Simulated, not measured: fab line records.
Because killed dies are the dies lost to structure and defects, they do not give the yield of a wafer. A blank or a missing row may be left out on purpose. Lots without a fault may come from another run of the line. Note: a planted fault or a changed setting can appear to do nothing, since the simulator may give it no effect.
Chamber matching :: flow nand-harc :: 4 sister chambers for NHARC_A_STAIRCASE_DESCUM_270 on rie-diel-01
The step chemistry O2, time 3 s. 20 wafers are shown with their chamber, then 10 later ones without.

== WAFERS PAIRED WITH THEIR CHAMBERS ==
wafer: L075.1
chamber: 2
drypump-motor-current-A (A): 6.14
showerhead-plenum-p-Torr (Torr): 1.83
oes-product-au (a.u.): 0.986

wafer: L075.5
chamber: 0
drypump-motor-current-A (A): 5.40
showerhead-plenum-p-Torr (Torr): 1.88
oes-product-au (a.u.): 0.995

wafer: L075.6
chamber: 1
drypump-motor-current-A (A): 6.08
showerhead-plenum-p-Torr (Torr): 1.88
oes-product-au (a.u.): 0.999

wafer: L076.1
chamber: 1
drypump-motor-current-A (A): 6.08
showerhead-plenum-p-Torr (Torr): 1.88
oes-product-au (a.u.): 0.993

wafer: L076.2
chamber: 2
drypump-motor-current-A (A): 6.09
showerhead-plenum-p-Torr (Torr): 1.83
oes-product-au (a.u.): 0.994

wafer: L076.5
chamber: 1
drypump-motor-current-A (A): 6.08
showerhead-plenum-p-Torr (Torr): 1.88
oes-product-au (a.u.): 1.005

wafer: L079.1
chamber: 3
drypump-motor-current-A (A): 5.68
showerhead-plenum-p-Torr (Torr): 1.84
oes-product-au (a.u.): 1.004

wafer: L079.3
chamber: 1
drypump-motor-current-A (A): 6.08
showerhead-plenum-p-Torr (Torr): 1.88
oes-product-au (a.u.): 1.002

wafer: L079.5
chamber: 2
drypump-motor-current-A (A): 6.11
showerhead-plenum-p-Torr (Torr): 1.83
oes-product-au (a.u.): 0.995

wafer: L085.3
chamber: 3
drypump-motor-current-A (A): 5.66
showerhead-plenum-p-Torr (Torr): 1.84
oes-product-au (a.u.): 1.010

wafer: L085.5
chamber: 3
drypump-motor-current-A (A): 5.64
showerhead-plenum-p-Torr (Torr): 1.83
oes-product-au (a.u.): 1.007

wafer: L085.6
chamber: 2
drypump-motor-current-A (A): 6.13
showerhead-plenum-p-Torr (Torr): 1.82
oes-product-au (a.u.): 1.006

wafer: L086.2
chamber: 2
drypump-motor-current-A (A): 6.10
showerhead-plenum-p-Torr (Torr): 1.82
oes-product-au (a.u.): 0.996

wafer: L086.5
chamber: 0
drypump-motor-current-A (A): 5.49
showerhead-plenum-p-Torr (Torr): 1.86
oes-product-au (a.u.): 0.978

wafer: L086.6
chamber: 3
drypump-motor-current-A (A): 5.68
showerhead-plenum-p-Torr (Torr): 1.83
oes-product-au (a.u.): 1.002

wafer: L088.3
chamber: 0
drypump-motor-current-A (A): 5.53
showerhead-plenum-p-Torr (Torr): 1.86
oes-product-au (a.u.): 0.996

wafer: L088.5
chamber: 3
drypump-motor-current-A (A): 5.66
showerhead-plenum-p-Torr (Torr): 1.83
oes-product-au (a.u.): 1.006

wafer: L088.6
chamber: 2
drypump-motor-current-A (A): 6.10
showerhead-plenum-p-Torr (Torr): 1.81
oes-product-au (a.u.): 0.997

wafer: L095.1
chamber: 1
drypump-motor-current-A (A): 6.09
showerhead-plenum-p-Torr (Torr): 1.86
oes-product-au (a.u.): 1.009

wafer: L095.3
chamber: 2
drypump-motor-current-A (A): 6.11
showerhead-plenum-p-Torr (Torr): 1.81
oes-product-au (a.u.): 0.993

SIGNATURES (averages over the wafers above)
reading: drypump-motor-current-A
chamber 0: 5.4733
chamber 1: 6.0820
chamber 2: 6.1114
chamber 3: 5.6640
scatter within a chamber: 0.0273

reading: showerhead-plenum-p-Torr
chamber 0: 1.8667
chamber 1: 1.8760
chamber 2: 1.8214
chamber 3: 1.8340
scatter within a chamber: 0.00863

reading: oes-product-au
chamber 0: 0.98967
chamber 1: 1.00160
chamber 2: 0.99529
chamber 3: 1.00580
scatter within a chamber: 0.00612
Rule: a wafer's distance from a chamber is the root of the sum, over the readings, of the square of ((its reading less the chamber's mean) divided by the reading's scatter). The wafer belongs to the nearest chamber; if the next one is less than 2 further off, it can't be placed. The scatter: take each reading less its chamber's mean, square it, sum over the shown wafers, divide by the number of wafers less the number of chambers, and take the root.

== WAFERS MISSING THEIR CHAMBER ==
wafer: L095.6
drypump-motor-current-A (A): 5.43
showerhead-plenum-p-Torr (Torr): 1.85
oes-product-au (a.u.): 0.994

wafer: L094.2
drypump-motor-current-A (A): 6.10
showerhead-plenum-p-Torr (Torr): 1.81
oes-product-au (a.u.): 1.010

wafer: L094.4
drypump-motor-current-A (A): 5.47
showerhead-plenum-p-Torr (Torr): 1.85
oes-product-au (a.u.): 1.006

wafer: L094.5
drypump-motor-current-A (A): 6.09
showerhead-plenum-p-Torr (Torr): 1.81
oes-product-au (a.u.): 1.000

wafer: L096.1
drypump-motor-current-A (A): 5.63
showerhead-plenum-p-Torr (Torr): 1.82
oes-product-au (a.u.): 0.985

wafer: L096.2
drypump-motor-current-A (A): 5.51
showerhead-plenum-p-Torr (Torr): 1.85
oes-product-au (a.u.): 0.996

wafer: L096.3
drypump-motor-current-A (A): 6.10
showerhead-plenum-p-Torr (Torr): 1.86
oes-product-au (a.u.): 1.009

wafer: L097.1
drypump-motor-current-A (A): 6.09
showerhead-plenum-p-Torr (Torr): 1.85
oes-product-au (a.u.): 1.015

wafer: L097.2
drypump-motor-current-A (A): 5.63
showerhead-plenum-p-Torr (Torr): 1.82
oes-product-au (a.u.): 0.996

wafer: L097.3
drypump-motor-current-A (A): 5.48
showerhead-plenum-p-Torr (Torr): 1.85
oes-product-au (a.u.): 1.005

== CHAMBER TAKEN BY EACH ==
wafer: L095.6
from the rows above: 0
in truth: 0

wafer: L094.2
from the rows above: 2
in truth: 2

wafer: L094.4
from the rows above: 0
in truth: 0

wafer: L094.5
from the rows above: 2
in truth: 2

wafer: L096.1
from the rows above: 3
in truth: 3

wafer: L096.2
from the rows above: 0
in truth: 0

wafer: L096.3
from the rows above: 1
in truth: 1

wafer: L097.1
from the rows above: can't be placed: 1 or 2
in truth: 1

wafer: L097.2
from the rows above: 3
in truth: 3

wafer: L097.3
from the rows above: 0
in truth: 0
Placed correctly: 9 of 10. From these rows, 1 cannot be placed; in 1 the true chamber is one of the candidates. Placed wrongly: 0.
